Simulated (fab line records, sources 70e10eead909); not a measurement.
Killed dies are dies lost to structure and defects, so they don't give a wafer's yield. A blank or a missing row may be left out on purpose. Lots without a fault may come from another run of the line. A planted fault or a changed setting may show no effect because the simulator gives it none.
Chamber matching | flow nand_harc | NHARC_A_STAIRCASE_TRIM_20 on rie_diel-11: 4 sister chambers
The step chemistry O2, time 211.2 s. 8 wafers are shown with their chamber, then 9 later ones without.

WAFERS WITH THEIR CHAMBER
wafer  | chamber | drypump_motor_current_A (A) | showerhead_plenum_p_Torr (Torr)
L081.3 | 3       | 6.6                         | 3.61
L081.4 | 0       | 5.8                         | 3.57
L081.6 | 3       | 6.6                         | 3.61
L084.1 | 2       | 5.5                         | 3.29
L084.3 | 0       | 5.8                         | 3.57
L088.1 | 2       | 5.5                         | 3.28
L088.2 | 1       | 5.6                         | 3.67
L088.6 | 1       | 5.5                         | 3.67

WAFERS WITHOUT THEIR CHAMBER
wafer  | drypump_motor_current_A (A) | showerhead_plenum_p_Torr (Torr)
L091.3 | 5.5                         | 3.67
L091.4 | 5.8                         | 3.56
L091.5 | 5.8                         | 3.56
L094.1 | 5.5                         | 3.67
L094.4 | 5.5                         | 3.67
L094.6 | 5.8                         | 3.56
L097.1 | 5.5                         | 3.80
L097.2 | 5.8                         | 3.55
L097.6 | 6.6                         | 3.60

WHICH CHAMBER EACH WENT THROUGH
wafer  | from the rows above | in truth
L091.3 | 1                   | 1
L091.4 | 0                   | 0
L091.5 | 0                   | 0
L094.1 | 1                   | 1
L094.4 | 1                   | 1
L094.6 | 0                   | 0
L097.1 | 1                   | 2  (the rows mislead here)
L097.2 | 0                   | 0
L097.6 | 3                   | 3
Placed correctly: 8 of 9. Can't be placed from these rows: 0. Placed wrongly: 1.
How it was worked out, from the rows above alone: a wafer's distance from a chamber is the root of the sum, over the readings, of the square of ((its reading less the chamber's mean) divided by the reading's scatter). The wafer belongs to the nearest chamber; if the next one is less than 2 further off, it can't be placed. A chamber's mean is the mean of its shown wafers. The scatter: the root of (the sum of the squares of (reading less its chamber's mean) over the shown wafers, divided by (wafers less chambers)).
